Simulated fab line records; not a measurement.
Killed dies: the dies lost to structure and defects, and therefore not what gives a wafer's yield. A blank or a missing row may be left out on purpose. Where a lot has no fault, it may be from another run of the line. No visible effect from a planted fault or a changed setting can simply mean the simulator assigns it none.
Matching of chambers / flow n5-finfet / 4 sister chambers for N5_BEOL_M5_ETCH_61 on rie-diel-01
The step etches SiARC in CF4, target depth 15.6 nm, time 26 s. 4 wafers are shown with their chamber, then 9 later ones without.

## WAFERS WITH THEIR CHAMBER
wafer=L083.6; chamber=1; showerhead-plenum-p-Torr (Torr)=2.19
wafer=L084.5; chamber=2; showerhead-plenum-p-Torr (Torr)=2.20
wafer=L085.5; chamber=0; showerhead-plenum-p-Torr (Torr)=2.13
wafer=L085.6; chamber=3; showerhead-plenum-p-Torr (Torr)=2.16

## WAFERS WITH NO CHAMBER GIVEN
wafer=L089.1; showerhead-plenum-p-Torr (Torr)=2.20
wafer=L089.3; showerhead-plenum-p-Torr (Torr)=2.16
wafer=L089.4; showerhead-plenum-p-Torr (Torr)=2.19
wafer=L090.2; showerhead-plenum-p-Torr (Torr)=2.15
wafer=L090.3; showerhead-plenum-p-Torr (Torr)=2.20
wafer=L090.5; showerhead-plenum-p-Torr (Torr)=2.15
wafer=L093.1; showerhead-plenum-p-Torr (Torr)=2.20
wafer=L093.4; showerhead-plenum-p-Torr (Torr)=2.18
wafer=L093.6; showerhead-plenum-p-Torr (Torr)=2.15

## CHAMBER TAKEN BY EACH
wafer=L089.1; from the rows above=can't be placed: 2 or 1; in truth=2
wafer=L089.3; from the rows above=3; in truth=3
wafer=L089.4; from the rows above=can't be placed: 1 or 2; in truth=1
wafer=L090.2; from the rows above=can't be placed: 3 or 0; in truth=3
wafer=L090.3; from the rows above=can't be placed: 2 or 1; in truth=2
wafer=L090.5; from the rows above=can't be placed: 3 or 0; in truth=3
wafer=L093.1; from the rows above=can't be placed: 2 or 1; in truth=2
wafer=L093.4; from the rows above=can't be placed: 1 or 2 or 3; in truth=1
wafer=L093.6; from the rows above=can't be placed: 3 or 0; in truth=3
Correctly placed: 1 of 9. These rows do not allow placing 8 (true chamber among the candidates in 8). Wrongly placed: 0.
How it was worked out, from the rows above alone: a wafer's distance from a chamber is the root of the sum, over the readings, of the square of ((its reading less the chamber's mean) divided by the reading's scatter). The wafer belongs to the nearest chamber; if the next one is less than 2 further off, it can't be placed. Each chamber's mean is taken over the wafers shown for it. The scatter: root of mean squared gap, hidden wafer to nearest shown wafer, with one shown wafer a chamber.
